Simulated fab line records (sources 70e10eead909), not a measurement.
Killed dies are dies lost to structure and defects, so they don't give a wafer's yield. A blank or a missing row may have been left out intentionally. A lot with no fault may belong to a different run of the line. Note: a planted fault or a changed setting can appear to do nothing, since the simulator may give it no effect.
fab line records | flow nandHarc | part 2 of 2: steps 5 to 6 of 6
record: lots: 24 | wafers: 72 | lastDay: 24
route steps=1159 shown A_CHANNEL_HOLE_D1@488 A_CHANNEL_FILL_D1@508 A_STAIRCASE@629
lots that met no fault: from a run of the same line without faults
startH: hours from the record's first day to the start of the lot's first wafer shown | waitH: time in hours since the lot's previous step | " the same as in the row above | L1.1+2: one row covering several wafers at once | - either no value or no given start | * or withheld: withheld | < > ~ a bound
route shown NAME@n: NAME is a module with steps in the file, n the number in the route of the first one | usual: mean/standard deviation taken from wafers without a fault | same: alike in all rows | chamber/n: place in a boat | sites: readings site by site | _std_site: how widely they spread, as a standard deviation | _edge_site: inner sites' mean taken away from outer sites' mean | radiusMm: for every site, how far away it sits from the centre of the wafer | mask NAME#n: copy n | behind: the last tool/chamber to shape the wafer | hold: why the lot went on hold/how many hours it stayed there/how the hold came to an end | device: transistor that didn't switch, given as n, p or np | end of line: tests of these same wafers at the route's end | a step given without rows: its recipe and nothing more | killed: dies that structure and defects cost at the first sort, which is not the same as the wafer's yield | map: per-die view of a wafer (x killed, . not killed, _ where there is no die)
set.NAME: setting as actually run; set.NAME@STEP: the setting as run at that earlier step | model.NAME: the simulator's own value behind a step, which no gauge read
steps of the route over a sample of lots; a table a step, a row a wafer
services: from which hour (startH, from the record's first day; less than 0 if before it) a tool's chamber was out of use, for how many hours, and why
== steps ==
step: NHARC_A_STAIRCASE_DESCUM_252
recipe: timeS: 3 | o2FlowSccm: 200 | arFlowSccm: 0 | biasPowerW: 0 | chemistry: O2
usual: drypumpMotorCurrentA: 5.9/0.45 | oesProductAu: 0.997/0.01 | rfVppV: 57.7/0.83 | showerheadPlenumPTorr: 1.89/0.072 | throttleValvePct: 11.311/0.011
lot.wafer | tool       | chamber | startH | waitH | drypumpMotorCurrentA | oesProductAu | rfHoursCounterH | rfVppV | showerheadPlenumPTorr | throttleValvePct
L074.1    | rieDiel-09 | 2       | 248.43 | -     | 5.4                  | 1.013        | 54              | 58.2   | 1.99                  | 11.322
L074.4    | "          | 0       | "      | "     | 5.7                  | 0.976        | 61              | 56.7   | 1.79                  | 11.307
L074.5    | "          | 3       | "      | "     | 5.3                  | 1.005        | -               | 58.1   | 1.97                  | 11.319
L075.2    | rieDiel-13 | 2       | 266.70 | -     | 6.3                  | 1.003        | 58              | 57.1   | 1.83                  | 11.315
L075.6    | "          | 2       | "      | "     | 6.3                  | 0.996        | -               | 57.2   | 1.83                  | 11.290
L075.4    | "          | 3       | "      | "     | 5.4                  | 1.019        | -               | 57.3   | 1.90                  | 11.297
L078.1    | rieDiel-13 | 0       | 271.50 | -     | 5.9                  | 1.000        | 52              | 57.5   | 1.96                  | 11.313
L078.2    | "          | 3       | "      | "     | 5.4                  | 1.012        | 59              | 57.6   | 1.90                  | 11.325
L078.6    | "          | 1       | "      | "     | 5.7                  | 0.986        | -               | 57.1   | 2.06                  | 11.322
L076.4    | rieDiel-08 | 0       | 271.66 | -     | 5.7                  | 0.995        | 58              | 59.0   | 1.89                  | 11.309
L076.3    | "          | 1       | "      | "     | 6.5                  | 0.997        | 54              | 58.1   | 1.82                  | 11.309
L076.5    | "          | 1       | "      | "     | 6.4                  | 1.002        | -               | 56.4   | 1.82                  | 11.321
L077.4    | rieDiel-13 | 2       | 272.16 | -     | 6.3                  | 1.000        | 61              | 58.4   | 1.83                  | 11.302
L077.5    | "          | 2       | "      | "     | 6.3                  | 1.002        | -               | 57.2   | 1.83                  | 11.315
L077.6    | "          | 3       | "      | "     | 5.4                  | 1.019        | -               | 57.3   | 1.90                  | 11.315
L081.3    | rieDiel-09 | 0       | 282.41 | -     | 5.8                  | 0.970        | 10              | 57.0   | 1.79                  | 11.325
L081.2    | "          | 1       | "      | "     | 6.8                  | 0.985        | 11              | 57.5   | 1.90                  | 11.320
L081.5    | "          | 1       | "      | "     | 6.8                  | 0.997        | -               | 59.1   | 1.90                  | 11.318
L080.2    | rieDiel-08 | 1       | 283.13 | -     | 6.4                  | 0.990        | 60              | 57.2   | 1.81                  | 11.311
L080.1    | "          | 2       | "      | "     | 6.3                  | 0.987        | 60              | 56.5   | 1.89                  | 11.302
L080.6    | "          | 1       | "      | "     | 6.5                  | 1.000        | -               | 57.2   | 1.81                  | 11.309
L079.2    | rieDiel-09 | 2       | 290.24 | -     | 5.4                  | 1.006        | 14              | 58.4   | 1.99                  | 11.305
L079.4    | "          | 1       | "      | "     | 6.8                  | 0.985        | 14              | 58.0   | 1.90                  | 11.312
L079.6    | "          | 3       | "      | "     | 5.3                  | 1.006        | -               | 58.4   | 1.96                  | 11.311
L082.1    | rieDiel-13 | 3       | 290.53 | -     | 5.4                  | 1.008        | 1               | 57.5   | 1.90                  | 11.306
L082.3    | "          | 1       | "      | "     | 5.7                  | 0.979        | 1               | 60.8   | 2.06                  | 11.307
L082.6    | "          | 2       | "      | "     | 6.3                  | 0.996        | -               | 57.2   | 1.83                  | 11.312
L083.1    | rieDiel-08 | 0       | 301.77 | -     | 5.7                  | 0.994        | 68              | 57.3   | 1.89                  | 11.324
L083.3    | "          | 1       | "      | "     | 6.5                  | 0.999        | 65              | 57.4   | 1.81                  | 11.310
L083.5    | "          | 0       | "      | "     | 5.6                  | 0.990        | -               | 56.9   | 1.89                  | 11.301
L086.4    | rieDiel-09 | 3       | 319.45 | -     | 5.3                  | 1.001        | 21              | 56.8   | 1.96                  | 11.305
L086.2    | "          | 1       | "      | "     | 6.8                  | 0.994        | 25              | 58.7   | 1.90                  | 11.320
L086.5    | "          | 3       | "      | "     | 5.3                  | 0.996        | -               | 58.0   | 1.96                  | 11.314
L084.1    | rieDiel-09 | 3       | 319.73 | -     | 5.3                  | 1.009        | 21              | 58.2   | 1.96                  | 11.329
L084.2    | "          | 0       | "      | "     | 5.7                  | 0.985        | 23              | 57.5   | 1.79                  | 11.316
L084.4    | "          | 1       | "      | "     | 6.8                  | 1.002        | 25              | 58.1   | 1.90                  | 11.305
L087.4    | rieDiel-09 | 3       | 324.30 | -     | 5.3                  | 1.000        | 22              | 58.6   | 1.96                  | 11.309
L087.6    | "          | 3       | "      | "     | 5.3                  | 0.984        | -               | 58.7   | 1.96                  | 11.307
L087.5    | "          | 0       | "      | "     | 5.7                  | 0.985        | -               | 57.9   | 1.79                  | 11.319
L085.3    | rieDiel-08 | 3       | 333.78 | -     | 6.4                  | 0.991        | 10              | 58.4   | 1.87                  | 11.328
L085.1    | "          | 0       | "      | "     | 5.7                  | 0.999        | 10              | 57.3   | 1.89                  | 11.323
L085.5    | "          | 3       | "      | "     | 6.4                  | 1.006        | -               | 56.4   | 1.87                  | 11.303
L089.1    | rieDiel-08 | 2       | 334.61 | -     | 6.3                  | 0.993        | 11              | 57.7   | 1.88                  | 11.333
L089.6    | "          | 0       | "      | "     | 5.7                  | 0.990        | -               | 57.8   | 1.89                  | 11.305
L089.5    | "          | 1       | "      | "     | 6.4                  | 0.994        | -               | 58.0   | 1.81                  | 11.291
L088.3    | rieDiel-08 | 0       | 341.08 | -     | 5.6                  | 0.988        | 13              | 56.9   | 1.88                  | 11.307
L088.4    | "          | 1       | "      | "     | 6.5                  | 0.995        | 13              | 55.9   | 1.81                  | 11.332
L088.6    | "          | 2       | "      | "     | 6.2                  | 0.978        | -               | 57.2   | 1.88                  | 11.311
L091.3    | rieDiel-09 | 2       | 341.45 | -     | 5.3                  | 1.013        | 35              | 58.5   | 1.98                  | 11.293
L091.5    | "          | 0       | "      | "     | 5.8                  | 0.983        | -               | 57.5   | 1.78                  | 11.315
L091.6    | "          | 1       | "      | "     | 6.8                  | 0.987        | -               | 57.4   | 1.89                  | 11.298
L090.1    | rieDiel-08 | 2       | 343.43 | -     | 6.3                  | 0.999        | 14              | 58.4   | 1.88                  | 11.305
L090.3    | "          | 3       | "      | "     | 6.3                  | 0.997        | 14              | 56.5   | 1.87                  | 11.312
L090.2    | "          | 0       | "      | "     | 5.6                  | 0.997        | 14              | 57.2   | 1.88                  | 11.305
L093.4    | rieDiel-13 | 1       | 351.04 | -     | 5.7                  | 1.008        | 26              | 59.1   | 2.05                  | 11.300
L093.2    | "          | 3       | "      | "     | 5.4                  | 1.001        | 26              | 57.0   | 1.89                  | 11.297
L093.6    | "          | 1       | "      | "     | 5.7                  | 1.004        | -               | 59.3   | 2.05                  | 11.306
L092.3    | rieDiel-13 | 1       | 351.96 | -     | 5.7                  | 1.002        | 27              | 58.0   | 2.05                  | 11.296
L092.1    | "          | 2       | "      | "     | 6.3                  | 1.005        | 25              | 56.8   | 1.82                  | 11.310
L092.4    | "          | 3       | "      | "     | 5.4                  | 1.004        | 26              | 56.9   | 1.89                  | 11.303
L094.2    | rieDiel-08 | 3       | 358.08 | -     | 6.3                  | 1.007        | 19              | 57.2   | 1.87                  | 11.323
L094.1    | "          | 2       | "      | "     | 6.3                  | 0.992        | 19              | 57.4   | 1.88                  | 11.300
L094.5    | "          | 0       | "      | "     | 5.7                  | 1.004        | -               | 57.1   | 1.88                  | 11.314
L096.3    | rieDiel-08 | 0       | 372.96 | -     | 5.6                  | 0.996        | 22              | 57.6   | 1.88                  | 11.321
L096.1    | "          | 2       | "      | "     | 6.3                  | 1.009        | 24              | 58.3   | 1.88                  | 11.317
L096.5    | "          | 0       | "      | "     | 5.6                  | 0.992        | -               | 57.8   | 1.88                  | 11.298
L095.4    | rieDiel-08 | 0       | 375.15 | -     | 5.6                  | 0.990        | 23              | 57.5   | 1.88                  | 11.304
L095.2    | "          | 3       | "      | "     | 6.3                  | 1.008        | 24              | 58.7   | 1.86                  | 11.323
L095.6    | "          | 0       | "      | "     | 5.7                  | 1.003        | -               | 58.2   | 1.88                  | 11.297
L097.1    | rieDiel-13 | 3       | 394.46 | -     | 5.4                  | 1.004        | 37              | 56.8   | 1.89                  | 11.306
L097.3    | "          | 0       | "      | "     | 5.9                  | 1.017        | 38              | 58.4   | 1.95                  | 11.311
L097.2    | "          | 1       | "      | "     | 5.7                  | 0.996        | 39              | 58.5   | 2.04                  | 11.302
step: NHARC_A_STAIRCASE_DEP_417
recipe: targetThkA: 600 | stepCoveragePct: 20 | tempC: 400 | targetThkNm: 60 | flowSccm: 200 | rfW: 450 | material: Si3N4
usual: heaterPowerW: 660/66
lot.wafer | tool     | chamber | startH | waitH | heaterPowerW
L074.1    | pecvd-01 | 0       | 263.74 | -     | 695
L074.4    | "        | 2       | "      | "     | 523
L074.5    | "        | 0       | "      | "     | 705
L075.2    | pecvd-03 | 0       | 282.15 | -     | 618
L075.4    | "        | 2       | "      | "     | 632
L075.6    | "        | 0       | "      | "     | 653
L078.1    | pecvd-01 | 2       | 285.76 | -     | 552
L078.2    | "        | 0       | "      | "     | 661
L078.6    | "        | 1       | "      | "     | 771
L076.3    | pecvd-01 | 1       | 286.70 | -     | 709
L076.4    | "        | 1       | "      | "     | 710
L076.5    | "        | 2       | "      | "     | 556
L077.5    | pecvd-04 | 1       | 289.66 | -     | 637
L077.4    | "        | 2       | "      | "     | 744
L077.6    | "        | 0       | "      | "     | 534
L081.2    | pecvd-04 | 1       | 297.44 | -     | 699
L081.3    | "        | 2       | "      | "     | 720
L081.5    | "        | 0       | "      | "     | 587
L080.1    | pecvd-04 | 2       | 302.10 | -     | 752
L080.2    | "        | 0       | "      | "     | 591
L080.6    | "        | 0       | "      | "     | 590
L079.2    | pecvd-01 | 2       | 310.94 | -     | 644
L079.4    | "        | 0       | "      | "     | 707
L079.6    | "        | 1       | "      | "     | 829
L082.1    | pecvd-03 | 0       | 312.89 | -     | 623
L082.3    | "        | 1       | "      | "     | 673
L082.6    | "        | 1       | "      | "     | 678
L083.3    | pecvd-04 | 1       | 319.45 | -     | 724
L083.1    | "        | 2       | "      | "     | 648
L083.5    | "        | 1       | "      | "     | 713
L086.2    | pecvd-03 | 0       | 333.93 | -     | 567
L086.4    | "        | 2       | "      | "     | 704
L086.5    | "        | 1       | "      | "     | 638
L084.2    | pecvd-01 | 1       | 335.01 | -     | 836
L084.1    | "        | 2       | "      | "     | 624
L084.4    | "        | 1       | "      | "     | 848
L087.5    | pecvd-04 | 0       | 340.46 | -     | 579
L087.6    | "        | 1       | "      | "     | 639
L087.4    | "        | 2       | "      | "     | 669
L085.1    | pecvd-03 | 1       | 347.19 | -     | 614
L085.3    | "        | 2       | "      | "     | 700
L085.5    | "        | 1       | "      | "     | 630
L089.1    | pecvd-03 | 2       | 352.22 | -     | 724
L089.6    | "        | 1       | "      | "     | 671
L089.5    | "        | 2       | "      | "     | 584
L088.3    | pecvd-04 | 0       | 358.98 | -     | 633
L088.6    | "        | 1       | "      | "     | 672
L088.4    | "        | 0       | "      | "     | 653
L091.3    | pecvd-03 | 2       | 361.92 | -     | 730
L091.6    | "        | 1       | "      | "     | 673
L091.5    | "        | 0       | "      | "     | 597
L090.1    | pecvd-01 | 1       | 363.48 | -     | 704
L090.3    | "        | 2       | "      | "     | 615
L090.2    | "        | 0       | "      | "     | 631
L093.2    | pecvd-03 | 1       | 366.78 | -     | 633
L093.4    | "        | 2       | "      | "     | 715
L093.6    | "        | 0       | "      | "     | 619
L092.1    | pecvd-04 | 1       | 369.10 | -     | 650
L092.3    | "        | 2       | "      | "     | 635
L092.4    | "        | 2       | "      | "     | 636
L094.1    | pecvd-03 | 2       | 374.61 | -     | 721
L094.2    | "        | 1       | "      | "     | 691
L094.5    | "        | 1       | "      | "     | 556
L096.3    | pecvd-03 | 1       | 386.55 | -     | 688
L096.1    | "        | 2       | "      | "     | 717
L096.5    | "        | 0       | "      | "     | 641
L095.2    | pecvd-03 | 0       | 388.80 | -     | 641
L095.6    | "        | 0       | "      | "     | 631
L095.4    | "        | 2       | "      | "     | 633
L097.2    | pecvd-03 | 2       | 408.95 | -     | 604
L097.1    | "        | 0       | "      | "     | 639
L097.3    | "        | 1       | "      | "     | 674
== services ==
tool         | chamber | startH | hours | kind
rieDiel-03   | 2       | 154.61 | 3.8   | repair
rieDiel-13   | -       | 154.72 | 0.8   | repair
rieDiel-03   | 3       | 161.90 | 2.7   | repair
rieDiel-13   | 0       | 199.13 | 4.1   | repair
rieDiel-03   | -       | 215.30 | 9.0   | pm
rieDiel-13   | 1       | 232.74 | 8.7   | repair
rieDiel-09   | -       | 238.48 | 0.9   | repair
rieDiel-08   | 1       | 243.07 | 5.1   | repair
rieDiel-03   | 0       | 248.75 | 3.0   | repair
rieDiel-09   | -       | 254.16 | 9.0   | pm
rieDiel-13   | 0       | 261.74 | 9.7   | repair
rieDiel-08   | -       | 272.88 | 0.7   | repair
rieDiel-08   | 0       | 275.11 | 3.0   | repair
rieDiel-13   | -       | 276.05 | 9.0   | pm
rieDiel-09   | 3       | 280.83 | 3.4   | repair
pecvd-03     | -       | 284.59 | 2.8   | repair
pecvd-03     | -       | 292.35 | 13.0  | pm
rieDiel-13   | -       | 296.68 | 1.2   | repair
rtpAnneal-02 | -       | 300.00 | 12.0  | pm
rieDiel-08   | -       | 302.89 | 9.0   | pm
rieDiel-09   | 0       | 305.02 | 1.4   | repair
rieDiel-03   | -       | 345.47 | 0.4   | repair
rieDiel-03   | -       | 392.30 | 9.0   | pm
rieDiel-08   | 0       | 397.27 | 2.3   | repair
